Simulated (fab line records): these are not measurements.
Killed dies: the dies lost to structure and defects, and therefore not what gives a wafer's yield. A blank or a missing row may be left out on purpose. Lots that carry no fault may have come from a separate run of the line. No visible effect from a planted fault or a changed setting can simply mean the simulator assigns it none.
fab line records	flow nand-harc
[record] lots = 6	wafers = 18	last-day = 34
route steps=1302 shown P_M0@280 P_M1@285 END@1302
lots that met no fault: taken from a fault-free run of the same line
start-h: hours from the record's first day to the start of the lot's first wafer shown	wait-h: hours from the lot's prior step to this one	" unchanged from the row above	L1.1+2: several wafers, shown together as one row	- no value present, or no start provided	* or withheld: withheld	< > ~ a bound
route shown NAME@n: a module of which the file shows steps, and the number in the route of the first	usual: the fault-free wafers' mean and standard deviation	same: alike in all rows	chamber/n: place in a boat	sites: the reading at each site	_std_site: standard deviation of those values	_edge_site: inner sites' mean taken away from outer sites' mean	radius-mm: for every site, how far away it sits from the centre of the wafer	mask NAME#n: copy n	behind: the most recent tool/chamber to have shaped the wafer	hold: what put the lot on hold/how long, in hours/how the hold closed	device: the transistor (n, p or np) that didn't switch	end of line: the route-end tests of the same wafers	a step given without rows: its recipe and nothing more	killed: at the first sort, the dies lost to defects and structure; wafer yield is something else	map: a wafer's dies, x killed, . not, _ none there
set.NAME: the setting that was run; set.NAME@STEP: the one run at that earlier step	model.NAME: the simulator's own value behind a step, which no gauge read
a table for each step, a row for each wafer; lots at some steps of the route
services: a tool's chamber out of use, with start hour (start-h, from the record's first day; less than 0 if before it), hours out, and reason
[[steps]]
[step NHARC_P_M0_SRD_25]
[step NHARC_P_M0_INSPECT_27]
[usual] raw-defect-count = 298/110
lot.wafer	tool	chamber	start-h	wait-h	raw-defect-count
L132.3	defect-inspect-01	-	154.23	0.0	429
L132.4	"	-	"	"	402
L132.5	"	-	"	"	278
L136.1	defect-inspect-02	-	189.24	0.0	153
L136.2	"	-	"	"	203
L136.4	"	-	"	"	329
L143.2	defect-inspect-01	-	270.14	0.0	150
L143.5	"	-	"	"	321
L143.6	"	-	"	"	315
L147.1	defect-inspect-01	-	295.60	0.0	392
L147.4	"	-	"	"	316
L147.5	"	-	"	"	248
L150.2	defect-inspect-01	-	326.49	0.0	248
L150.3	"	-	"	"	374
L150.5	"	-	"	"	264
L153.1	defect-inspect-01	-	352.68	0.0	300
L153.4	"	-	"	"	340
L153.6	"	-	"	"	351
[step NHARC_P_M0_PRE_CLEAN_31]
[recipe] time-s = 12	temp-c = 370	rf-power-w = 300	gas = NH3
[usual] heater-power-w = 632/67
lot.wafer	tool	chamber	start-h	wait-h	heater-power-w
L132.3	pecvd-02	1	154.31	0.1	559
L132.5	"	1	"	"	541
L132.4	"	2	"	"	641
L136.2	pecvd-01	0	189.32	0.1	665
L136.1	"	1	"	"	612
L136.4	"	2	"	"	662
L143.2	pecvd-01	1	270.22	0.1	617
L143.5	"	0	"	"	644
L143.6	"	1	"	"	631
L147.1	pecvd-04	2	295.68	0.1	578
L147.5	"	1	"	"	801
L147.4	"	0	"	"	674
L150.3	pecvd-01	1	326.55	0.1	627
L150.2	"	0	"	"	606
L150.5	"	2	"	"	657
L153.1	pecvd-02	1	352.76	0.1	642
L153.6	"	1	"	"	635
L153.4	"	2	"	"	581
[step NHARC_P_M0_DEP_32]
[recipe] target-thk-a = 300	temp-c = 370	target-thk-nm = 30	pressure-torr = 3	flow-sccm = 200	rf-w = 450	material = SiCN
[usual] heater-power-w = 575/73
lot.wafer	tool	chamber	start-h	wait-h	heater-power-w
L132.3	pecvd-02	1	154.42	0.1	537
L132.5	"	1	"	"	549
L132.4	"	2	"	"	660
L136.2	pecvd-01	0	189.43	0.1	587
L136.1	"	1	"	"	558
L136.4	"	2	"	"	650
L143.2	pecvd-01	1	270.33	0.1	535
L143.5	"	0	"	"	538
L143.6	"	1	"	"	538
L147.1	pecvd-04	2	295.79	0.1	465
L147.5	"	1	"	"	742
L147.4	"	0	"	"	661
L150.3	pecvd-01	1	326.63	0.1	561
L150.2	"	0	"	"	583
L150.5	"	2	"	"	636
L153.1	pecvd-02	1	352.87	0.1	545
L153.6	"	1	"	"	561
L153.4	"	2	"	"	612
[step NHARC_P_M1_DEP_00]
[recipe] target-thk-a = 1825	target-thk-nm = 182.5	temp-c = withheld	pressure-torr = 5	flow-sccm = 200	rf-w = 600	material = SiOC
[step NHARC_P_M1_DEHYDRATE_01]
[recipe] temp-c = 150	time-s = 120
[step NHARC_P_M1_HMDS_02]
[recipe] time-s = 30
[step NHARC_P_M1_COAT_34]
[recipe] temp-c = 200	time-s = 65
[step NHARC_P_M1_COAT_03]
[recipe] spin-rpm = 1500	resist-thk-nm = 90
[step NHARC_P_M1_SOFTBAKE_04]
[recipe] temp-c = 105	time-s = 55
[step NHARC_P_M1_EBR_05]
[step NHARC_P_M1_EXPOSE_06]
[recipe] na = 1.35	target-cd-nm = 130	dose-mj = 81.88	mask-id = P_M1
[usual] exposure-dose-mJ-cm2 = 81.74/0.078	reticle-temp-C = 23.01/0.12
lot.wafer	tool	chamber	start-h	wait-h	mask	exposure-dose-mJ-cm2	reticle-temp-C
L132.3	arfi-scanner-02	0	155.37	-	P_M1#0	81.87	23.34
L132.4	"	0	"	"	P_M1#0	81.89	23.16
L132.5	"	0	"	"	P_M1#0	81.86	23.12
L136.1	arfi-scanner-01	0	190.50	-	P_M1#0	81.77	23.03
L136.2	"	0	"	"	P_M1#0	81.84	22.89
L136.4	"	0	"	"	P_M1#0	81.69	22.84
L143.2	arfi-scanner-03	0	271.38	-	P_M1#0	84.78	23.03
L143.5	"	0	"	"	P_M1#0	84.74	23.08
L143.6	"	0	"	"	P_M1#0	84.77	23.25
L147.1	arfi-scanner-03	0	296.86	-	P_M1#0	84.06	22.86
L147.4	"	0	"	"	P_M1#0	83.98	22.78
L147.5	"	0	"	"	P_M1#0	84.17	22.86
L150.2	arfi-scanner-02	0	327.74	-	P_M1#0	81.77	22.97
L150.3	"	0	"	"	P_M1#0	81.75	23.13
L150.5	"	0	"	"	P_M1#0	81.77	23.00
L153.1	arfi-scanner-02	0	353.94	-	P_M1#0	81.83	23.07
L153.4	"	0	"	"	P_M1#0	81.81	23.09
L153.6	"	0	"	"	P_M1#0	81.76	23.01
[step NHARC_P_M1_PEB_07]
[recipe] peb-temp-c = 100	peb-time-s = 65
[step NHARC_P_M1_DEVELOP_08]
[recipe] develop-time-s = 35	dev-temp-c = 23
[step NHARC_P_M1_CD_MEAS_09]
[recipe] target-cd-nm = 130	landing-energy-ev = 500
[usual] cd-nm = 130.2/0.54
lot.wafer	tool	chamber	start-h	wait-h	cd-nm
L132.3	cd-sem-03	0	155.50	-	130.7
L132.4	"	0	"	"	130.4
L132.5	"	0	"	"	130.4
L136.1	cd-sem-03	0	190.64	-	129.9
L136.2	"	0	"	"	130.6
L136.4	"	0	"	"	130.6
L143.2	cd-sem-02	0	271.52	-	132.2
L143.5	"	0	"	"	133.0
L143.6	"	0	"	"	132.2
L147.1	cd-sem-02	0	297.00	-	132.1
L147.4	"	0	"	"	131.7
L147.5	"	0	"	"	133.2
L150.2	cd-sem-01	0	327.88	-	129.9
L150.3	"	0	"	"	130.2
L150.5	"	0	"	"	129.8
L153.1	cd-sem-01	0	354.08	-	130.5
L153.4	"	0	"	"	130.5
L153.6	"	0	"	"	130.3
[step NHARC_P_M1_OVL_MEAS_10]
[recipe] pitch-nm = 260
[usual] overlay-x-nm = 0.0/0.94	overlay-y-nm = -0.2/0.69
lot.wafer	tool	chamber	start-h	wait-h	overlay-x-nm	overlay-y-nm
L132.3	overlay-02	-	155.59	-	0.4	-2.1
L132.4	"	-	"	"	-0.1	-1.6
L132.5	"	-	"	"	0.1	-1.4
L136.1	overlay-01	-	190.72	-	1.7	-0.3
L136.2	"	-	"	"	0.7	0.2
L136.4	"	-	"	"	0.4	0.3
L143.2	overlay-02	-	271.61	-	0.8	0.0
L143.5	"	-	"	"	0.8	0.4
L143.6	"	-	"	"	1.4	0.0
L147.1	overlay-01	-	297.09	-	-0.2	-0.2
L147.4	"	-	"	"	-0.4	-0.8
L147.5	"	-	"	"	-0.2	-0.2
L150.2	overlay-02	-	327.97	-	-0.4	-0.4
L150.3	"	-	"	"	-0.4	-0.7
L150.5	"	-	"	"	-0.4	0.1
L153.1	overlay-02	-	354.17	-	1.5	0.2
L153.4	"	-	"	"	2.0	-0.1
L153.6	"	-	"	"	1.8	-0.2
[step NHARC_P_M1_INSPECT_11]
[usual] raw-defect-count = 4.1/2.3
lot.wafer	tool	chamber	start-h	wait-h	raw-defect-count
L132.3	defect-inspect-02	-	155.62	0.0	2
L132.4	"	-	"	"	4
L132.5	"	-	"	"	3
L136.1	defect-inspect-02	-	190.76	0.0	4
L136.2	"	-	"	"	3
L136.4	"	-	"	"	7
L143.2	defect-inspect-02	-	271.64	0.0	2
L143.5	"	-	"	"	4
L143.6	"	-	"	"	6
L147.1	defect-inspect-02	-	297.12	0.0	2
L147.4	"	-	"	"	0
L147.5	"	-	"	"	2
L150.2	defect-inspect-01	-	328.00	0.0	10
L150.3	"	-	"	"	2
L150.5	"	-	"	"	8
L153.1	defect-inspect-01	-	354.20	0.0	4
L153.4	"	-	"	"	5
L153.6	"	-	"	"	3
[step NHARC_P_M1_DESCUM_14]
[recipe] time-s = 3	o2-flow-sccm = 200	ar-flow-sccm = 0	bias-power-w = 0	chemistry = O2
[usual] drypump-motor-current-A = 5.6/0.3	oes-product-au = 0.999/0.0096	rf-vpp-V = 57.7/0.92	showerhead-plenum-p-Torr = 1.92/0.063	throttle-valve-pct = 11.310/0.0091
lot.wafer	tool	chamber	start-h	wait-h	drypump-motor-current-A	oes-product-au	rf-hours-counter-h	rf-vpp-V	showerhead-plenum-p-Torr	throttle-valve-pct	model.P_M1.cd-nm
L132.4	rie-diel-11	2	155.69	0.1	5.2	1.011	6	57.2	1.95	11.322	130.1
L132.3	"	0	"	"	5.7	1.014	6	57.8	1.86	11.296	130.3
L132.5	"	2	"	"	5.2	1.015	-	57.8	1.95	11.301	130
L136.4	rie-diel-11	3	190.82	0.1	5.4	1.012	7	58.8	1.91	11.314	130.8
L136.1	"	1	"	"	5.8	0.988	8	58.3	1.99	11.309	129.5
L136.2	"	2	"	"	5.2	1.012	8	58.4	1.95	11.318	130
L143.2	rie-diel-11	2	271.70	0.1	5.2	1.003	1	58.0	1.94	11.302	131.6
L143.5	"	2	"	"	5.2	1.016	-	59.2	1.94	11.300	132.8
L143.6	"	3	"	"	5.4	1.000	-	56.7	1.91	11.320	132.2
L147.4	rie-diel-01	3	297.19	0.1	5.9	0.977	5	58.7	1.85	11.309	132.3
L147.1	"	0	"	"	5.8	0.991	5	59.2	2.03	11.315	133
L147.5	"	2	"	"	5.5	1.006	-	58.7	1.94	11.306	133
L150.2	rie-diel-01	3	328.07	0.1	5.9	0.998	8	58.8	1.85	11.309	129.6
L150.3	"	0	"	"	5.8	0.998	8	57.2	2.03	11.318	130.6
L150.5	"	0	"	"	5.8	0.992	-	58.5	2.03	11.307	129.8
L153.4	rie-diel-01	3	354.27	0.1	5.9	1.005	10	57.4	1.84	11.307	130.2
L153.1	"	1	"	"	5.2	0.995	10	55.6	1.88	11.298	131
L153.6	"	3	"	"	5.9	0.995	-	59.1	1.84	11.311	130
[step NHARC_P_M1_ETCH_35]
[recipe] target-depth-a = 400	overetch-a = 120	time-s = 43.94	ion-energy-ev = 200	n2-flow-sccm = 150	h2-flow-sccm = 150	ar-flow-sccm = 0	rf-w = 400	bias-w = 150	chemistry = N2/H2
[usual] drypump-motor-current-A = 5.60/0.3	oes-product-au = 0.999/0.01	rf-vpp-V = 430.6/1.9	showerhead-plenum-p-Torr = 2.05/0.067	throttle-valve-pct = 14.171/0.0093
lot.wafer	tool	chamber	start-h	wait-h	drypump-motor-current-A	oes-product-au	rf-hours-counter-h	rf-vpp-V	showerhead-plenum-p-Torr	throttle-valve-pct
L132.3	rie-diel-11	3	155.77	0.1	5.42	1.001	5	431.3	2.04	14.168
L132.4	"	0	"	"	5.71	1.009	6	429.1	1.98	14.162
L132.5	"	0	"	"	5.67	1.006	-	428.9	1.98	14.173
L136.4	rie-diel-11	3	190.91	0.1	5.44	1.012	7	431.2	2.04	14.170
L136.1	"	0	"	"	5.66	1.011	8	430.0	1.98	14.173
L136.2	"	1	"	"	5.90	0.992	8	431.7	2.12	14.177
L143.2	rie-diel-11	1	271.79	0.1	5.88	1.000	1	434.1	2.12	14.181
L143.5	"	1	"	"	5.87	1.011	-	432.4	2.12	14.169
L143.6	"	2	"	"	5.17	1.009	-	430.5	2.07	14.167
L147.1	rie-diel-01	2	297.27	0.1	5.46	1.002	5	430.8	2.06	14.166
L147.4	"	3	"	"	5.88	0.995	5	427.5	1.97	14.176
L147.5	"	2	"	"	5.47	1.006	-	429.7	2.06	14.176
L150.3	rie-diel-01	2	328.15	0.1	5.49	1.012	7	430.0	2.06	14.169
L150.2	"	1	"	"	5.21	1.004	8	428.8	2.00	14.168
L150.5	"	2	"	"	5.46	1.022	-	430.3	2.06	14.183
L153.1	rie-diel-01	2	354.35	0.1	5.50	1.002	9	432.0	2.06	14.154
L153.4	"	0	"	"	5.81	0.987	10	433.8	2.17	14.171
L153.6	"	2	"	"	5.48	1.008	-	430.1	2.06	14.186
[step NHARC_P_M1_ETCH_15]
[recipe] target-depth-a = 1825	time-s = 91.2	c4f8-flow-sccm = withheld	ar-flow-sccm = 400	rf-w = 600	bias-w = 300	chemistry = C4F8/Ar
[usual] oes-product-au = 0.958/0.022	rf-vpp-V = 441.1/2.1
lot.wafer	tool	chamber	start-h	wait-h	oes-product-au	rf-hours-counter-h	rf-vpp-V
L132.3	rie-diel-11	2	-	-	0.977	6	440.7
L132.4	"	3	"	"	0.990	5	443.2
L132.5	"	1	"	"	0.952	-	443.3
L136.1	rie-diel-11	3	-	-	0.955	7	441.5
L136.4	"	1	"	"	0.955	8	444.4
L136.2	"	2	"	"	0.969	8	441.6
L143.2	rie-diel-11	3	-	-	0.966	1	440.4
L143.5	"	2	"	"	0.972	-	443.0
L143.6	"	3	"	"	0.973	-	441.1
L147.4	rie-diel-01	1	-	-	0.965	5	440.7
L147.1	"	2	"	"	0.970	5	441.6
L147.5	"	1	"	"	0.960	-	440.9
L150.3	rie-diel-01	2	-	-	0.985	7	442.3
L150.2	"	0	"	"	0.969	8	444.4
L150.5	"	1	"	"	0.961	-	440.7
L153.4	rie-diel-01	1	-	-	0.976	10	441.1
L153.1	"	0	"	"	0.987	10	443.5
L153.6	"	2	"	"	0.977	-	441.5
[step NHARC_P_M1_CD_MEAS_16]
[usual] cd-nm = 130.1/0.81
lot.wafer	tool	chamber	start-h	wait-h	cd-nm
L132.3	cd-sem-03	-	156.01	-	130.1
L132.4	"	-	"	"	129.7
L132.5	"	-	"	"	129.4
L136.1	cd-sem-01	-	191.12	-	128.2
L136.2	"	-	"	"	130.2
L136.4	"	-	"	"	130.1
L143.2	cd-sem-03	-	272.01	-	131.2
L143.5	"	-	"	"	132.5
L143.6	"	-	"	"	131.7
L147.1	cd-sem-03	-	297.49	-	133.0
L147.4	"	-	"	"	132.9
L147.5	"	-	"	"	133.5
L150.2	cd-sem-03	-	328.37	-	129.8
L150.3	"	-	"	"	131.0
L150.5	"	-	"	"	130.8
L153.1	cd-sem-02	-	354.57	-	131.3
L153.4	"	-	"	"	130.3
L153.6	"	-	"	"	130.4
[step NHARC_P_M1_STRIP_18]
[recipe] power-w = 1000	n2-flow-sccm = 150	h2-flow-sccm = 150	ar-flow-sccm = 0	bias-w = 0	chemistry = N2/H2
[usual] drypump-motor-current-A = 5.6/0.32	oes-product-au = 1.000/0.01	power-w = 1000/3.1	rf-vpp-V = 90.6/0.93	showerhead-plenum-p-Torr = 2.04/0.074	throttle-valve-pct = 14.172/0.0097
lot.wafer	tool	chamber	start-h	wait-h	drypump-motor-current-A	oes-product-au	power-w	rf-hours-counter-h	rf-vpp-V	showerhead-plenum-p-Torr	throttle-valve-pct
L132.3	rie-diel-01	2	156.08	0.1	5.5	1.011	1003	6	89.4	2.07	14.173
L132.4	"	0	"	"	5.8	1.007	997	6	90.8	2.17	14.161
L132.5	"	3	"	"	5.9	0.999	1005	-	89.3	1.97	14.163
L136.2	rie-diel-01	1	191.20	0.1	5.2	1.003	1002	7	91.0	2.01	14.177
L136.4	"	2	"	"	5.5	1.009	1000	8	88.6	2.07	14.170
L136.1	"	3	"	"	5.9	0.999	1002	9	89.2	1.97	14.184
L143.2	rie-diel-01	0	272.08	0.1	5.8	1.000	1000	4	91.2	2.17	14.176
L143.6	"	0	"	"	5.8	0.994	1000	-	91.3	2.17	14.181
L143.5	"	1	"	"	5.2	0.990	997	-	91.3	2.00	14.175
L147.4	rie-diel-01	2	297.59	0.1	5.5	1.012	1003	5	91.1	2.06	14.178
L147.1	"	3	"	"	5.9	0.998	1005	5	90.7	1.97	14.190
L147.5	"	1	"	"	5.2	1.000	1003	-	90.6	2.00	14.183
L150.3	rie-diel-01	0	328.45	0.1	5.8	1.005	996	8	91.3	2.17	14.178
L150.2	"	3	"	"	5.9	0.998	1001	8	91.3	1.97	14.150
L150.5	"	0	"	"	5.8	0.990	1000	-	92.5	2.17	14.169
L153.4	rie-diel-05	3	354.64	0.1	6.4	1.005	1001	40	89.0	1.88	14.161
L153.1	"	1	"	"	6.1	1.002	1000	38	90.6	1.99	14.191
L153.6	"	0	"	"	5.8	1.020	992	-	90.2	2.01	14.178
[step NHARC_P_M1_ETCH_28]
[recipe] target-depth-a = 300	over-etch-frac = 0.3	time-s = 72.99	ion-energy-ev = 150	cf4-flow-sccm = 50	n2-flow-sccm = 100	ar-flow-sccm = 150	rf-w = 300	bias-w = 100	chemistry = CF4/N2
[usual] drypump-motor-current-A = 5.6/0.31	oes-product-au = 0.999/0.0095	rf-vpp-V = 314.2/1.8	showerhead-plenum-p-Torr = 2.63/0.085	throttle-valve-pct = 19.793/0.0098
lot.wafer	tool	chamber	start-h	wait-h	drypump-motor-current-A	oes-product-au	rf-hours-counter-h	rf-vpp-V	showerhead-plenum-p-Torr	throttle-valve-pct	model.P_M1.cd-nm
L132.3	rie-diel-01	3	-	-	5.9	0.996	6	311.0	2.54	19.797	129.5
L132.4	"	1	"	"	5.2	0.996	6	313.1	2.59	19.794	129.5
L132.5	"	0	"	"	5.8	1.008	-	316.5	2.78	19.799	129.8
L136.4	rie-diel-01	1	-	-	5.2	0.991	8	313.2	2.59	19.784	129.5
L136.1	"	2	"	"	5.5	1.016	8	316.1	2.66	19.795	128.5
L136.2	"	0	"	"	5.8	0.992	8	317.0	2.78	19.806	130
L143.2	rie-diel-01	1	-	-	5.2	0.979	4	312.6	2.58	19.800	131.1
L143.5	"	2	"	"	5.5	1.000	-	315.8	2.66	19.799	132.7
L143.6	"	3	"	"	5.9	0.986	-	312.4	2.54	19.808	131.7
L147.1	rie-diel-01	3	-	-	5.9	0.997	5	311.9	2.54	19.798	132.8
L147.4	"	1	"	"	5.2	0.981	6	311.9	2.58	19.779	132.2
L147.5	"	3	"	"	5.9	0.995	-	311.3	2.54	19.800	133.3
L150.3	rie-diel-01	1	-	-	5.2	0.992	8	314.1	2.58	19.804	131.4
L150.2	"	3	"	"	5.9	1.012	8	313.0	2.54	19.798	129.6
L150.5	"	0	"	"	5.8	1.013	-	316.2	2.78	19.797	130.9
L153.4	rie-diel-05	0	-	-	5.8	1.018	42	313.1	2.59	19.786	129
L153.1	"	3	"	"	6.4	1.015	40	310.0	2.44	19.790	130.9
L153.6	"	0	"	"	5.8	0.999	-	315.5	2.59	19.788	129.8
[step NHARC_P_M1_STRIP_19]
[recipe] time-s = 600	temp-c = 30	chemistry = post-etch-residue-remover
[step NHARC_END_SORT_01]
[recipe] temp-c = 25
[usual] defect-limited-yield = 90.6/2.9	killed-at-array = 59/20	killed-at-other = 0.8/1.2	killed-at-periphery = 3.5/2.2	killed-dies = 63/20	killed-open = 3.3/1.8	killed-short = 2.6/1.7
[same] gross-dies = 677
lot.wafer	tool	chamber	start-h	wait-h	defect-limited-yield[%]	killed-at-array	killed-at-other	killed-at-periphery	killed-dies	killed-open	killed-short
L132.3	prober-02	0	589.49	3.1	86.3	90	1	2	93	4	3
L132.4	prober-02	0	590.30	3.4	88.9	71	1	3	75	3	2
L132.5	prober-02	0	591.11	3.7	88.8	75	0	1	76	3	2
L136.1	prober-01	0	627.05	2.6	87.6	82	0	2	84	3	2
L136.2	prober-01	0	627.86	2.9	89.1	71	2	1	74	5	2
L136.4	prober-01	0	629.47	3.4	87.1	84	0	3	87	6	3
L143.2	prober-01	0	693.93	2.8	95.6	26	4	0	30	2	2
L143.5	prober-01	0	696.34	3.7	94.4	31	5	2	38	5	2
L143.6	prober-01	0	697.14	4.0	94.2	32	5	2	39	6	4
L147.1	prober-02	0	747.21	2.5	92.5	45	0	6	51	10	2
L147.4	prober-02	0	749.60	3.4	93.5	43	0	1	44	3	4
L147.5	prober-02	0	750.39	3.7	95.1	32	0	1	33	4	2
L150.2	prober-02	0	769.77	2.8	91.1	50	2	8	60	4	2
L150.3	prober-02	0	770.59	3.1	93.8	38	2	2	42	1	2
L150.5	prober-02	0	772.22	3.8	92.9	42	1	5	48	2	4
L153.1	prober-01	0	815.74	2.5	88.8	75	0	1	76	3	2
L153.4	prober-01	0	818.11	3.4	91.3	56	0	3	59	4	2
L153.6	prober-01	0	819.68	3.9	91.0	59	0	2	61	3	2
// killed by level:class
L132.3 A_SLIT:chamber-film-flake=39 A_CHANNEL_HOLE_D2:chamber-film-flake=36 A_CONTACT:chamber-film-flake=5 A_ONON_D2:geometric-particle:open=3 A_WL_FILL:geometric-particle:short=2 A_STAIRCASE:chamber-film-flake=2 P_M0:geometric-particle:short=1 A_BLC:geometric-particle:open=1
L132.4 A_CHANNEL_HOLE_D2:chamber-film-flake=30 A_SLIT:chamber-film-flake=25 A_CHANNEL_HOLE_D1:chamber-film-flake=5 A_STAIRCASE:chamber-film-flake=3 A_CONTACT:chamber-film-flake=3 P_ZERO_WELL:chamber-film-flake=2 P_STI:geometric-particle:short=1 A_ONON_D1:geometric-particle:open=1
L132.5 A_CHANNEL_HOLE_D2:chamber-film-flake=32 A_SLIT:chamber-film-flake=25 A_CONTACT:chamber-film-flake=7 A_CHANNEL_HOLE_D1:chamber-film-flake=3 A_WL_FILL:chamber-film-flake=2 A_ONON_D1:geometric-particle:open=1 A_CHANNEL_HOLE_D2:geometric-particle:short=1 A_WL_FILL:geometric-particle:short=1
L136.1 A_SLIT:chamber-film-flake=34 A_CHANNEL_HOLE_D2:chamber-film-flake=30 A_STAIRCASE:chamber-film-flake=5 A_SGD_CUT:chamber-film-flake=4 A_CHANNEL_HOLE_D1:chamber-film-flake=3 A_ONON_D1:geometric-particle:short=1 A_ONON_D1:geometric-particle:open=1 A_DECK1_JOINT:geometric-particle:open=1
L136.2 A_SLIT:chamber-film-flake=28 A_CHANNEL_HOLE_D2:chamber-film-flake=21 A_STAIRCASE:chamber-film-flake=8 A_CONTACT:chamber-film-flake=3 A_M0:geometric-particle:open=2 A_SGD_CUT:chamber-film-flake=2 THIN_TSV:chamber-film-flake=2 A_SOURCE_PLATE:geometric-particle:short=1
L136.4 A_SLIT:chamber-film-flake=30 A_CHANNEL_HOLE_D2:chamber-film-flake=25 A_WL_FILL:chamber-film-flake=6 A_STAIRCASE:chamber-film-flake=6 A_SGD_CUT:chamber-film-flake=4 P_ZERO_WELL:chamber-film-flake=3 A_CHANNEL_FILL_D1:geometric-particle:open=2 A_CHANNEL_HOLE_D1:chamber-film-flake=2
L143.2 A_CHANNEL_HOLE_D1:chamber-film-flake=6 A_CONTACT:chamber-film-flake=6 A_SGD_CUT:chamber-film-flake=4 A_SLIT:chamber-film-flake=3 THIN_TSV:chamber-film-flake=3 A_WL_FILL:chamber-film-flake=2 A_DECK1_JOINT:geometric-particle:open=1 A_ONON_D2:geometric-particle:short=1
L143.5 A_CHANNEL_HOLE_D1:chamber-film-flake=10 A_CONTACT:chamber-film-flake=5 A_SGD_CUT:chamber-film-flake=4 THIN_TSV:chamber-film-flake=4 A_CHANNEL_FILL_D2:chamber-film-flake=2 A_SLIT:chamber-film-flake=2 A_SOURCE_PLATE:geometric-particle:open=1 A_CHANNEL_FILL_D1:geometric-particle:open=1
L143.6 A_CONTACT:chamber-film-flake=6 A_CHANNEL_HOLE_D1:chamber-film-flake=5 A_SGD_CUT:chamber-film-flake=5 THIN_TSV:chamber-film-flake=5 A_SLIT:chamber-film-flake=3 A_BLC:geometric-particle:open=2 A_WL_FILL:chamber-film-flake=2 A_SOURCE_PLATE:geometric-particle:open=1
L147.1 A_CHANNEL_HOLE_D1:chamber-film-flake=10 A_SLIT:chamber-film-flake=8 A_CONTACT:chamber-film-flake=7 A_M1:chamber-film-flake=5 P_CONTACT:geometric-particle:open=2 A_DECK1_JOINT:geometric-particle:open=2 A_M0:geometric-particle:open=2 A_STAIRCASE:chamber-film-flake=2
L147.4 A_CHANNEL_HOLE_D1:chamber-film-flake=12 A_CONTACT:chamber-film-flake=9 A_M1:chamber-film-flake=7 A_SLIT:chamber-film-flake=4 A_ONON_D2:geometric-particle:short=2 A_WL_FILL:chamber-film-flake=2 A_ONON_D1:geometric-particle:short=1 A_CHANNEL_FILL_D1:geometric-particle:short=1
L147.5 A_CHANNEL_HOLE_D1:chamber-film-flake=10 A_CONTACT:chamber-film-flake=8 A_ONON_D2:geometric-particle:open=2 A_STAIRCASE:chamber-film-flake=2 A_M1:chamber-film-flake=2 A_M0:geometric-particle:short=1 A_ONON_D1:geometric-particle:short=1 A_CHANNEL_FILL_D1:geometric-particle:open=1
L150.2 A_CHANNEL_HOLE_D1:chamber-film-flake=25 A_SLIT:chamber-film-flake=10 A_STAIRCASE:chamber-film-flake=9 P_GATE:chamber-film-flake=4 P_ZERO_WELL:chamber-film-flake=2 P_CONTACT:geometric-particle:open=1 A_CHANNEL_FILL_D2:geometric-particle:open=1 A_CHANNEL_FILL_D2:geometric-particle:short=1
L150.3 A_CHANNEL_HOLE_D1:chamber-film-flake=19 A_STAIRCASE:chamber-film-flake=6 A_SLIT:chamber-film-flake=4 A_CONTACT:chamber-film-flake=3 A_M1:chamber-film-flake=3 A_WL_FILL:geometric-particle:short=2 THIN_TSV:chamber-film-flake=2 P_CONTACT:geometric-particle:open=1
L150.5 A_CHANNEL_HOLE_D1:chamber-film-flake=18 A_SLIT:chamber-film-flake=8 A_STAIRCASE:chamber-film-flake=5 P_GATE:chamber-film-flake=3 A_WL_FILL:chamber-film-flake=2 A_CONTACT:chamber-film-flake=2 P_CONTACT:geometric-particle:open=1 P_M0:geometric-particle:short=1
L153.1 A_CHANNEL_HOLE_D2:chamber-film-flake=31 A_SLIT:chamber-film-flake=30 A_CONTACT:chamber-film-flake=3 A_CHANNEL_HOLE_D1:chamber-film-flake=2 A_WL_FILL:chamber-film-flake=2 A_CHANNEL_HOLE_D1:geometric-particle:open=1 A_CHANNEL_FILL_D1:geometric-particle:short=1 A_CHANNEL_FILL_D1:geometric-particle:open=1
L153.4 A_SLIT:chamber-film-flake=28 A_CHANNEL_HOLE_D2:chamber-film-flake=18 A_ONON_D2:geometric-particle:open=2 A_CHANNEL_FILL_D2:geometric-particle:short=2 A_WL_FILL:chamber-film-flake=2 P_CONTACT:geometric-particle:open=1 A_CHANNEL_FILL_D2:geometric-particle:open=1 P_M1:chamber-film-flake=1
L153.6 A_CHANNEL_HOLE_D2:chamber-film-flake=28 A_SLIT:chamber-film-flake=21 A_ONON_D2:geometric-particle:short=2 A_CHANNEL_HOLE_D1:chamber-film-flake=2 A_WL_FILL:chamber-film-flake=2 A_CONTACT:chamber-film-flake=2 P_M0:geometric-particle:open=1 P_M2:geometric-particle:open=1
[[services]]
tool	chamber	start-h	hours	kind
rie-diel-05	1	134.03	2.9	repair
rie-diel-11	3	134.97	5.1	repair
pecvd-01	2	136.88	6.3	repair
arfi-scanner-02	-	140.00	4.0	pm
rie-diel-11	3	149.52	2.6	repair
arfi-scanner-02	-	157.82	0.5	repair
pecvd-01	-	159.19	0.3	repair
arfi-scanner-03	-	178.17	1.2	repair
rie-diel-01	1	179.14	2.4	repair
arfi-scanner-02	-	189.07	0.3	repair
rie-diel-01	-	203.80	9.0	pm
rie-diel-11	-	208.00	0.4	repair
rie-diel-11	0	209.00	6.9	repair
pecvd-02	-	224.38	0.8	repair
pecvd-02	-	227.00	13.0	pm
rie-diel-11	1	231.43	1.4	repair
rie-diel-11	-	255.50	9.0	pm
arfi-scanner-02	-	266.13	1.0	repair
rie-diel-01	2	276.71	2.2	repair
rie-diel-11	-	295.58	0.6	repair
pecvd-01	-	311.28	13.0	pm
arfi-scanner-02	-	312.00	4.0	pm
pecvd-02	0	315.20	5.0	repair
rie-diel-11	1	320.92	8.0	repair
[[key]]
[first-sign] step = NHARC_P_M1_EXPOSE_06	reading = exposure-dose-mJ-cm2	direction = up	sigmas = 34	usual = 81.74	struck = 84.42
[effect] step = NHARC_P_M1_CD_MEAS_09	reading = cd-nm	direction = up	sigmas = 4.2	usual = 130.2	struck = 132.4	through = control-loop
[effect] step = NHARC_P_M1_CD_MEAS_16	reading = cd-nm	direction = up	sigmas = 3	usual = 130.1	struck = 132.5	through = control-loop
[model-effect] step = NHARC_P_M1_DESCUM_14	value = P_M1.cd-nm	without = 130.5	struck = 132.5
[model-effect] step = NHARC_P_M1_ETCH_28	value = P_M1.cd-nm	without = 130.4	struck = 132.3
met-at NHARC_P_M1_EXPOSE_06
struck-wafers L143.2,L143.5,L143.6,L147.1,L147.4,L147.5
[loop-trim] step = NHARC_P_M1_EXPOSE_06	setting = dose	lots = L147
[fault] kind = process-parameter-drift	tool = arfi-scanner-03	chamber = -	onset-h = 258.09	steps = NHARC_P_M1_EXPOSE_06	channel = dose-mj	offset = 3.0114	shape = step	acts-in = these-recipes-only	stated = 81.88
// loop-trim: a control loop set the setting to another value than it would have without faults
